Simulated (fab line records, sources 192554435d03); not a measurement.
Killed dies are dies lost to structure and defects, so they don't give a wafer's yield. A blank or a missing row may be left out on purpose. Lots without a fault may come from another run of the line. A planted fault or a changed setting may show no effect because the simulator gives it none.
fab line records | flow n5_finfet | part 1 of 2: steps 1 to 25 of 32
record lots=5 wafers=15 last_day=16
route steps=1938 shown PMOS_HMC_CHANNEL_EPI@85 FIN_SAQP@90
lots that met no fault: from a run of the same line without faults
start_h: hours from the record's first day to the start of the lot's first wafer shown | wait_h: hours since the lot's step before | " the same as in the row above | L1.1+2: a row that stands for several wafers | - no value, or no start given | * or withheld: withheld | < > ~ a bound
route shown NAME@n: a module of which the file shows steps, and the number in the route of the first | usual: mean/standard deviation of fault-free wafers | same: alike in all rows | chamber/n: place in a boat | sites: the reading at each site | _std_site: their standard deviation | _edge_site: outer sites' mean less inner sites' | radius_mm: how far each site lies from the wafer's centre | mask NAME#n: copy n | behind: the tool/chamber that last shaped the wafer | hold: why the lot was held/for how many hours/how that ended | device: the transistor (n, p or np) that didn't switch | end of line: the same wafers' tests at the end of the route | a step without rows: its recipe alone | killed: dies lost to structure and defects at the first sort, not the wafer's yield | map: a wafer's dies, x killed, . not, _ none there
set.NAME: the setting as run; set.NAME@STEP: as run at that earlier step | model.NAME: the simulator's own value behind a step, which no gauge read
lots at some steps of the route; a table a step, a row a wafer
services: from which hour (start_h, from the record's first day; less than 0 if before it) a tool's chamber was out of use, for how many hours, and why
## steps
# step N5_PMOS_HMC_CHANNEL_EPI_PRECLEAN_24
# recipe chemistry=DHF time_s=30 temp_c=25 dilution=withheld
# columns lot.wafer tool chamber start_h wait_h
L078.4+5+6 wet_bench-06 4,3,7 43.99 0.0
L080.1+4+5 wet_bench-04 0,7,5 55.88 0.0
L086.3+5+6 wet_bench-05 4,0,6 92.56 0.0
L089.3+4+5 wet_bench-06 6,2,1 110.77 0.0
L093.1+2+5 wet_bench-04 5,6,4 139.52 0.0
# step N5_PMOS_HMC_CHANNEL_EPI_SRD_25
# recipe dry=ipa_marangoni do_ppb=5 time_s=30 temp_c=23 rinse_liquid=diw
# columns lot.wafer tool chamber start_h wait_h
L078.4+5+6 wet_bench-06 4,3,7 44.00 0.0
L080.1+4+5 wet_bench-04 0,7,5 55.89 0.0
L086.3+5+6 wet_bench-05 4,0,6 92.57 0.0
L089.3+4+5 wet_bench-06 6,2,1 110.78 0.0
L093.1+2+5 wet_bench-04 5,6,4 139.53 0.0
# step N5_PMOS_HMC_CHANNEL_EPI_EPI_26
# recipe material=Si target_thk_a=38 temp_c=650 precursor=SiH4/H2 pressure_torr=20 time_s=22.7
# usual throttle_valve_pct=11.1/0.32
# columns lot.wafer tool chamber start_h wait_h throttle_valve_pct
L078.4 epi_rpcvd-03 0 44.20 0.2 11.3
L078.5 " 0 " " 11.3
L078.6 " 0 " " 11.2
L080.1 epi_rpcvd-03 0 55.94 0.0 11.5
L080.4 " 0 " " 11.5
L080.5 " 0 " " 11.4
L086.3 epi_rpcvd-03 0 92.75 0.2 11.5
L086.5 " 0 " " 11.4
L086.6 " 0 " " 11.5
L089.3 epi_rpcvd-03 0 110.93 0.1 11.6
L089.4 " 0 " " 11.5
L089.5 " 0 " " 11.4
L093.1 epi_rpcvd-02 0 139.58 0.0 10.8
L093.2 " 0 " " 10.7
L093.5 " 0 " " 10.6
# step N5_PMOS_HMC_CHANNEL_EPI_INSPECT_30
# recipe inspect_instrument=darkfield mode=post_epi
# usual raw_defect_count=19/6.4
# columns lot.wafer tool chamber start_h wait_h raw_defect_count
L078.4 defect_inspect-01 - 44.42 0.0 15
L078.5 " - " " 16
L078.6 " - " " 24
L080.1 defect_inspect-01 - 56.31 0.0 18
L080.4 " - " " 20
L080.5 " - " " 12
L086.3 defect_inspect-02 - 93.09 0.0 23
L086.5 " - " " 20
L086.6 " - " " 17
L089.3 defect_inspect-01 - 111.20 0.0 15
L089.4 " - " " 23
L089.5 " - " " 42
L093.1 defect_inspect-01 - 140.18 0.0 23
L093.2 " - " " 22
L093.5 " - " " 35
# step N5_FIN_SAQP_PRECLEAN_42
# recipe chemistry=O3/DIW time_s=60 temp_c=22 o3_ppm=10
# columns lot.wafer tool chamber start_h wait_h
L078.4+5+6 wet_bench-03 6,2,3 44.45 0.0
L080.1+4+5 wet_bench-03 5,3,7 56.38 0.1
L086.3+5+6 wet_bench-03 0,1,7 93.12 0.0
L089.3+4+5 wet_bench-02 4,0,7 111.23 0.0
L093.1+2+5 wet_bench-03 3,6,2 140.21 0.0
# step N5_FIN_SAQP_PRECLEAN_00
# recipe chemistry=SC1 time_s=60 temp_c=55 mix=1:2:50
# columns lot.wafer tool chamber start_h wait_h
L078.4+5+6 wet_bench-03 6,2,3 44.46 0.0
L080.1+4+5 wet_bench-03 5,3,7 56.40 0.0
L086.3+5+6 wet_bench-03 0,1,7 93.14 0.0
L089.3+4+5 wet_bench-02 4,0,7 111.25 0.0
L093.1+2+5 wet_bench-03 3,6,2 140.23 0.0
# step N5_FIN_SAQP_PRECLEAN_44
# recipe chemistry=SC2 time_s=45 temp_c=35 mix=1:1:50
# columns lot.wafer tool chamber start_h wait_h
L078.4+5+6 wet_bench-03 6,2,3 44.48 0.0
L080.1+4+5 wet_bench-03 5,3,7 56.42 0.0
L086.3+5+6 wet_bench-03 0,1,7 93.15 0.0
L089.3+4+5 wet_bench-02 4,0,7 111.27 0.0
L093.1+2+5 wet_bench-03 3,6,2 140.24 0.0
# step N5_FIN_SAQP_SRD_01
# recipe dry=ipa_marangoni time_s=30 temp_c=23 rinse_liquid=diw
# columns lot.wafer tool chamber start_h wait_h
L078.4+5+6 wet_bench-03 6,2,3 44.49 0.0
L080.1+4+5 wet_bench-03 5,3,7 56.43 0.0
L086.3+5+6 wet_bench-03 0,1,7 93.17 0.0
L089.3+4+5 wet_bench-02 4,0,7 111.28 0.0
L093.1+2+5 wet_bench-03 3,6,2 140.26 0.0
# step N5_FIN_SAQP_ALD_61
# recipe material=SiO2 target_thk_a=40 temp_c=300 ald_precursor_family=BDEAS ald_co_reactant=O2-plasma pulse_time_s=1 purge_time_s=2 co_reactant_purge_time_s=2 ald_cycles=43 pressure_torr=2
# usual heater_power_w=482/36 precursor_pulse_height_rel=1.001/0.02
# same ald_cycles=43 purge_time_s=2
# columns lot.wafer tool chamber start_h wait_h heater_power_w precursor_pulse_height_rel
L078.4 ald_sin-01 0 44.54 0.0 512 0.981
L078.5 " 2 " " 434 0.975
L078.6 " 1 " " 475 1.017
L080.1 ald_sin-01 2 56.60 0.2 422 0.984
L080.4 " 1 " " 491 1.027
L080.5 " 0 " " 497 0.982
L086.3 ald_sin-01 0 95.23 2.0 496 0.976
L086.5 " 1 " " 486 1.023
L086.6 " 3 " " 509 1.004
L089.3 ald_sin-04 3 111.32 0.0 474 0.988
L089.4 " 0 " " 524 1.005
L089.5 " 0 " " 523 1.017
L093.1 ald_sin-01 2 140.30 0.0 449 1.041
L093.2 " 3 " " 514 0.985
L093.5 " 3 " " 502 1.004
# step N5_FIN_SAQP_DENSIFY_62
# recipe temp_c=700 time_s=60 ambient=N2 idle_temp_c=600 ramp_up_c_per_s=150 ramp_down_c_per_s=60 cool_to_c=600
# usual lamp_power_pct=9.85/0.056 lamp_zone_5_pct=9.846/0.0095 lamp_zone_7_pct=10.266/0.01 wafer_temp_C_max=703.2/0.66
# columns lot.wafer tool chamber start_h wait_h lamp_power_pct lamp_zone_5_pct lamp_zone_7_pct wafer_temp_C_max
L078.4 rtp_anneal-01 0 44.85 0.2 9.83 9.857 10.261 703.2
L078.5 " 0 " " 9.86 9.840 10.252 703.7
L078.6 " 0 " " 9.93 9.851 10.262 703.3
L080.1 rtp_anneal-01 0 56.86 0.2 9.88 9.866 10.267 702.1
L080.4 " 0 " " 9.92 9.858 10.248 704.4
L080.5 " 0 " " 9.76 9.838 10.258 702.5
L086.3 rtp_anneal-02 0 95.49 0.2 10.00 9.839 10.265 703.1
L086.5 " 0 " " 9.81 9.853 10.265 703.0
L086.6 " 0 " " 9.84 9.850 10.259 702.6
L089.3 rtp_anneal-02 0 111.61 0.2 9.85 9.844 10.262 702.9
L089.4 " 0 " " 9.76 9.829 10.264 703.3
L089.5 " 0 " " 9.73 9.849 10.271 702.5
L093.1 rtp_anneal-01 0 140.53 0.1 9.84 9.850 10.264 702.3
L093.2 " 0 " " 9.81 9.847 10.264 703.0
L093.5 " 0 " " 9.83 9.856 10.271 704.2
# step N5_FIN_SAQP_HM_DEP_03
# recipe material=SiNx target_thk_a=380 temp_c=400 precursor=SiH4/NH3/N2 pressure_torr=1.5 rf_w=300 time_s=33.6
# usual heater_power_w=759/78 showerhead_plenum_p_Torr=5.11/0.041 throttle_valve_pct=39.4/1.7
# columns lot.wafer tool chamber start_h wait_h heater_power_w showerhead_plenum_p_Torr throttle_valve_pct
L078.4 pecvd-02 0 45.01 0.1 761 5.16 36.4
L078.5 " 2 " " 721 5.11 40.8
L078.6 " 1 " " 690 5.11 40.6
L080.1 pecvd-01 0 57.07 0.2 670 5.09 39.1
L080.4 " 0 " " 653 5.10 39.6
L080.5 " 1 " " 797 5.06 41.3
L086.3 pecvd-02 2 95.65 0.1 730 5.11 40.6
L086.5 " 2 " " 728 5.12 40.6
L086.6 " 0 " " 840 5.16 37.0
L089.3 pecvd-03 2 111.77 0.1 661 5.02 36.7
L089.4 " 1 " " 856 5.15 40.3
L089.5 " 2 " " 663 5.02 36.4
L093.1 pecvd-01 1 140.76 0.2 771 5.06 41.9
L093.2 " 2 " " 749 5.16 38.9
L093.5 " 2 " " 753 5.14 39.0
# step N5_FIN_SAQP_THK_MEAS_05
# usual thk_nm=38.0/0.52
# columns lot.wafer tool chamber start_h wait_h thk_nm
L078.4 film_metro-02 - 45.07 0.0 38.1
L078.5 " - " " 37.0
L078.6 " - " " 37.8
L080.1 film_metro-02 - 57.16 0.1 37.5
L080.4 " - " " 38.5
L080.5 " - " " 38.3
L086.3 film_metro-01 - 95.74 0.1 37.2
L086.5 " - " " 37.4
L086.6 " - " " 38.0
L089.3 film_metro-01 - 111.86 0.1 38.3
L089.4 " - " " 39.2
L089.5 " - " " 38.7
L093.1 film_metro-02 - 140.87 0.1 37.5
L093.2 " - " " 38.1
L093.5 " - " " 38.5
# step N5_FIN_SAQP_PECVD_47
# recipe material=a-Si target_thk_a=450 temp_c=400 precursor=SiH4/He pressure_torr=3 rf_w=100 time_s=36.3
# usual heater_power_w=837/68 showerhead_plenum_p_Torr=5.651/0.028 throttle_valve_pct=17.9/0.84
# columns lot.wafer tool chamber start_h wait_h heater_power_w showerhead_plenum_p_Torr throttle_valve_pct
L078.4 pecvd-02 2 45.13 0.1 881 5.649 18.5
L078.5 " 0 " " 934 5.688 16.5
L078.6 " 1 " " 849 5.654 18.6
L080.1 pecvd-02 2 57.20 0.0 926 5.658 18.5
L080.4 " 1 " " 753 5.650 18.3
L080.5 " 0 " " 812 5.686 16.7
L086.3 pecvd-01 0 95.77 0.0 707 5.625 17.9
L086.5 " 2 " " 793 5.680 17.7
L086.6 " 0 " " 722 5.658 17.9
L089.3 pecvd-02 0 111.89 0.0 960 5.678 16.6
L089.4 " 2 " " 801 5.649 18.6
L089.5 " 1 " " 809 5.677 18.5
L093.1 pecvd-02 0 140.91 0.0 925 5.681 17.3
L093.2 " 2 " " 932 5.639 18.6
L093.5 " 0 " " 940 5.656 16.8
# step N5_FIN_SAQP_PECVD_48
# recipe material=SiNx target_thk_a=250 temp_c=400 precursor=SiH4/NH3/N2 pressure_torr=1.5 rf_w=300 time_s=22.1
# usual heater_power_w=773/72 showerhead_plenum_p_Torr=5.12/0.039 throttle_valve_pct=39.3/1.8
# columns lot.wafer tool chamber start_h wait_h heater_power_w showerhead_plenum_p_Torr throttle_valve_pct
L078.4 pecvd-02 2 45.17 0.0 748 5.11 40.5
L078.5 " 0 " " 847 5.15 36.5
L078.6 " 1 " " 708 5.12 40.8
L080.1 pecvd-02 2 57.24 0.0 844 5.11 40.7
L080.4 " 1 " " 687 5.13 40.9
L080.5 " 0 " " 785 5.15 36.4
L086.3 pecvd-01 0 95.81 0.0 655 5.08 39.4
L086.5 " 2 " " 766 5.16 38.7
L086.6 " 0 " " 676 5.08 39.6
L089.3 pecvd-02 0 111.93 0.0 826 5.15 36.8
L089.4 " 2 " " 738 5.12 40.9
L089.5 " 1 " " 754 5.13 40.8
L093.1 pecvd-02 0 140.95 0.0 772 5.15 37.2
L093.2 " 2 " " 836 5.11 40.3
L093.5 " 0 " " 772 5.16 37.1
# step N5_FIN_SAQP_PECVD_06
# recipe material=a-Si target_thk_a=600 temp_c=400 precursor=SiH4/He pressure_torr=3 rf_w=100 time_s=48.1
# usual heater_power_w=851/76 showerhead_plenum_p_Torr=5.649/0.03 throttle_valve_pct=17.9/0.8
# columns lot.wafer tool chamber start_h wait_h heater_power_w showerhead_plenum_p_Torr throttle_valve_pct
L078.4 pecvd-02 2 45.22 0.0 869 5.654 18.3
L078.5 " 0 " " 929 5.679 16.6
L078.6 " 1 " " 758 5.644 18.3
L080.1 pecvd-02 2 57.28 0.0 781 5.649 18.3
L080.4 " 1 " " 809 5.650 18.3
L080.5 " 0 " " 834 5.675 16.5
L086.3 pecvd-01 0 95.85 0.0 709 5.644 17.9
L086.5 " 2 " " 854 5.667 17.6
L086.6 " 0 " " 722 5.638 17.7
L089.3 pecvd-02 0 111.97 0.0 908 5.677 16.7
L089.4 " 2 " " 818 5.654 18.3
L089.5 " 1 " " 767 5.660 18.5
L093.1 pecvd-02 0 140.99 0.0 941 5.690 16.8
L093.2 " 2 " " 787 5.654 18.2
L093.5 " 0 " " 931 5.666 17.4
# step N5_FIN_SAQP_THK_MEAS_07
# usual thk_nm=60.2/0.93
# columns lot.wafer tool chamber start_h wait_h thk_nm
L078.4 film_metro-02 - 45.28 0.0 60.3
L078.5 " - " " 60.3
L078.6 " - " " 60.2
L080.1 film_metro-01 - 57.37 0.1 60.1
L080.4 " - " " 60.8
L080.5 " - " " 61.0
L086.3 film_metro-01 - 95.94 0.1 60.6
L086.5 " - " " 59.9
L086.6 " - " " 61.1
L089.3 film_metro-02 - 112.06 0.1 60.4
L089.4 " - " " 60.9
L089.5 " - " " 60.4
L093.1 film_metro-02 - 141.08 0.1 60.0
L093.2 " - " " 59.8
L093.5 " - " " 61.1
# step N5_FIN_SAQP_HM_DEP_72
# recipe material=SiO2 target_thk_a=120 temp_c=400 precursor=SiH4/N2O pressure_torr=0.75 rf_w=275 time_s=7.2
# usual heater_power_w=787/77 showerhead_plenum_p_Torr=8.10/0.077
# columns lot.wafer tool chamber start_h wait_h heater_power_w showerhead_plenum_p_Torr
L078.4 pecvd-03 1 45.34 0.1 885 8.17
L078.5 " 0 " " 797 8.09
L078.6 " 1 " " 862 8.18
L080.1 pecvd-02 0 57.40 0.0 886 8.18
L080.4 " 2 " " 848 8.08
L080.5 " 1 " " 697 8.10
L086.3 pecvd-02 0 95.98 0.0 879 8.18
L086.5 " 0 " " 877 8.18
L086.6 " 2 " " 787 8.09
L089.3 pecvd-02 2 112.10 0.0 738 8.09
L089.4 " 2 " " 734 8.07
L089.5 " 1 " " 757 8.12
L093.1 pecvd-03 2 141.12 0.0 698 7.92
L093.2 " 0 " " 741 8.06
L093.5 " 2 " " 717 7.91
# step N5_FIN_SAQP_COAT_49
# recipe resist=SOC temp_c=250 time_s=60 spin_rpm=1500 resist_thk_nm=100
# usual chill_plate_temp_C=22.96/0.099
# columns lot.wafer tool chamber start_h wait_h chill_plate_temp_C
L078.4 litho_track-04 0 45.42 0.1 22.89
L078.5 " 0 " " 22.94
L078.6 " 0 " " 23.03
L080.1 litho_track-05 0 57.48 0.1 23.10
L080.4 " 0 " " 22.99
L080.5 " 0 " " 23.01
L086.3 litho_track-04 0 96.06 0.1 22.80
L086.5 " 0 " " 22.85
L086.6 " 0 " " 22.92
L089.3 litho_track-04 0 112.18 0.1 23.05
L089.4 " 0 " " 22.96
L089.5 " 0 " " 23.04
L093.1 litho_track-02 0 141.19 0.1 22.91
L093.2 " 0 " " 22.98
L093.5 " 0 " " 22.91
# step N5_FIN_SAQP_COAT_50
# recipe resist=SiARC temp_c=220 time_s=60 spin_rpm=1500 resist_thk_nm=35
# usual chill_plate_temp_C=23.00/0.11
# columns lot.wafer tool chamber start_h wait_h chill_plate_temp_C
L078.4 litho_track-04 0 - - 23.02
L078.5 " 0 " " 22.92
L078.6 " 0 " " 22.94
L080.1 litho_track-05 0 - - 22.89
L080.4 " 0 " " 23.06
L080.5 " 0 " " 22.84
L086.3 litho_track-04 0 - - 23.17
L086.5 " 0 " " 23.12
L086.6 " 0 " " 23.07
L089.3 litho_track-04 0 - - 22.87
L089.4 " 0 " " 22.92
L089.5 " 0 " " 22.92
L093.1 litho_track-02 0 - - 23.04
L093.2 " 0 " " 22.89
L093.5 " 0 " " 22.91
# step N5_FIN_SAQP_COAT_10
# recipe resist=CAR-ArF spin_rpm=1500 resist_thk_nm=90
# usual chill_plate_temp_C=23.02/0.11
# columns lot.wafer tool chamber start_h wait_h chill_plate_temp_C
L078.4 litho_track-04 0 - - 22.91
L078.5 " 0 " " 23.06
L078.6 " 0 " " 22.87
L080.1 litho_track-05 0 - - 22.87
L080.4 " 0 " " 23.04
L080.5 " 0 " " 22.95
L086.3 litho_track-04 0 - - 23.06
L086.5 " 0 " " 23.15
L086.6 " 0 " " 23.10
L089.3 litho_track-04 0 - - 23.15
L089.4 " 0 " " 23.09
L089.5 " 0 " " 23.22
L093.1 litho_track-02 0 - - 22.83
L093.2 " 0 " " 23.06
L093.5 " 0 " " 23.04
# step N5_FIN_SAQP_EBR_12
# recipe solvent=PGMEA ebr_width_mm=1.5
# usual chill_plate_temp_C=23.02/0.09
# columns lot.wafer tool chamber start_h wait_h chill_plate_temp_C
L078.4 litho_track-04 0 - - 23.09
L078.5 " 0 " " 22.93
L078.6 " 0 " " 23.16
L080.1 litho_track-05 0 - - 23.11
L080.4 " 0 " " 23.09
L080.5 " 0 " " 23.02
L086.3 litho_track-04 0 - - 22.93
L086.5 " 0 " " 22.99
L086.6 " 0 " " 22.90
L089.3 litho_track-04 0 - - 22.96
L089.4 " 0 " " 22.89
L089.5 " 0 " " 23.05
L093.1 litho_track-02 0 - - 22.99
L093.2 " 0 " " 22.97
L093.5 " 0 " " 22.95
# step N5_FIN_SAQP_SOFTBAKE_11
# recipe temp_c=110 time_s=60 resist=CAR-ArF
# usual chill_plate_temp_C=23.01/0.11
# columns lot.wafer tool chamber start_h wait_h chill_plate_temp_C
L078.4 litho_track-04 0 - - 22.91
L078.5 " 0 " " 23.00
L078.6 " 0 " " 22.90
L080.1 litho_track-05 0 - - 22.97
L080.4 " 0 " " 22.95
L080.5 " 0 " " 22.88
L086.3 litho_track-04 0 - - 22.96
L086.5 " 0 " " 22.88
L086.6 " 0 " " 22.86
L089.3 litho_track-04 0 - - 23.02
L089.4 " 0 " " 23.29
L089.5 " 0 " " 23.19
L093.1 litho_track-02 0 - - 23.04
L093.2 " 0 " " 23.07
L093.5 " 0 " " 22.97
# step N5_FIN_SAQP_EXPOSE_13
# recipe mask_id=FIN_CORE na=1.35 source_shape=dipole sigma_inner=0.538 sigma_outer=0.738 polarization=te target_cd_nm=35.6 dose_mj=63.25
# usual stage_vel_mm_s=500.02/0.26
# same na=1.35
# columns lot.wafer tool chamber start_h wait_h mask stage_vel_mm_s
L078.4 arfi_scanner-01 0 45.68 - FIN_CORE#0 500.51
L078.5 " 0 " " FIN_CORE#0 500.05
L078.6 " 0 " " FIN_CORE#0 500.41
L080.1 arfi_scanner-02 0 57.72 - FIN_CORE#0 499.79
L080.4 " 0 " " FIN_CORE#0 500.10
L080.5 " 0 " " FIN_CORE#0 499.79
L086.3 arfi_scanner-03 0 96.31 - FIN_CORE#0 499.82
L086.5 " 0 " " FIN_CORE#0 499.45
L086.6 " 0 " " FIN_CORE#0 500.16
L089.3 arfi_scanner-03 0 112.43 - FIN_CORE#0 499.59
L089.4 " 0 " " FIN_CORE#0 499.84
L089.5 " 0 " " FIN_CORE#0 499.84
L093.1 arfi_scanner-03 0 141.44 - FIN_CORE#0 500.40
L093.2 " 0 " " FIN_CORE#0 500.55
L093.5 " 0 " " FIN_CORE#0 500.30
# step N5_FIN_SAQP_PEB_14
# recipe peb_temp_c=withheld peb_time_s=60 resist=CAR-ArF
# usual chill_plate_temp_C=23.01/0.11
# same peb_time_s=60
# columns lot.wafer tool chamber start_h wait_h chill_plate_temp_C
L078.4 litho_track-02 0 45.72 0.0 23.03
L078.5 " 0 " " 22.74
L078.6 " 0 " " 23.03
L080.1 litho_track-05 0 57.78 0.1 22.87
L080.4 " 0 " " 23.18
L080.5 " 0 " " 23.17
L086.3 litho_track-05 0 96.36 0.0 23.01
L086.5 " 0 " " 22.86
L086.6 " 0 " " 22.76
L089.3 litho_track-02 0 112.48 0.0 22.83
L089.4 " 0 " " 22.73
L089.5 " 0 " " 22.70
L093.1 litho_track-05 0 141.50 0.1 23.14
L093.2 " 0 " " 23.01
L093.5 " 0 " " 23.20
# step N5_FIN_SAQP_DEVELOP_15
# recipe develop_time_s=30 developer=TMAH resist=CAR-ArF dev_temp_c=23 rinse_liquid=diw dry=air_spin
# usual chill_plate_temp_C=22.99/0.1
# columns lot.wafer tool chamber start_h wait_h chill_plate_temp_C
L078.4 litho_track-02 0 - - 22.95
L078.5 " 0 " " 23.10
L078.6 " 0 " " 22.92
L080.1 litho_track-05 0 - - 22.87
L080.4 " 0 " " 22.98
L080.5 " 0 " " 22.86
L086.3 litho_track-05 0 - - 22.96
L086.5 " 0 " " 22.98
L086.6 " 0 " " 22.88
L089.3 litho_track-02 0 - - 23.12
L089.4 " 0 " " 22.97
L089.5 " 0 " " 23.02
L093.1 litho_track-05 0 - - 22.91
L093.2 " 0 " " 22.99
L093.5 " 0 " " 22.86
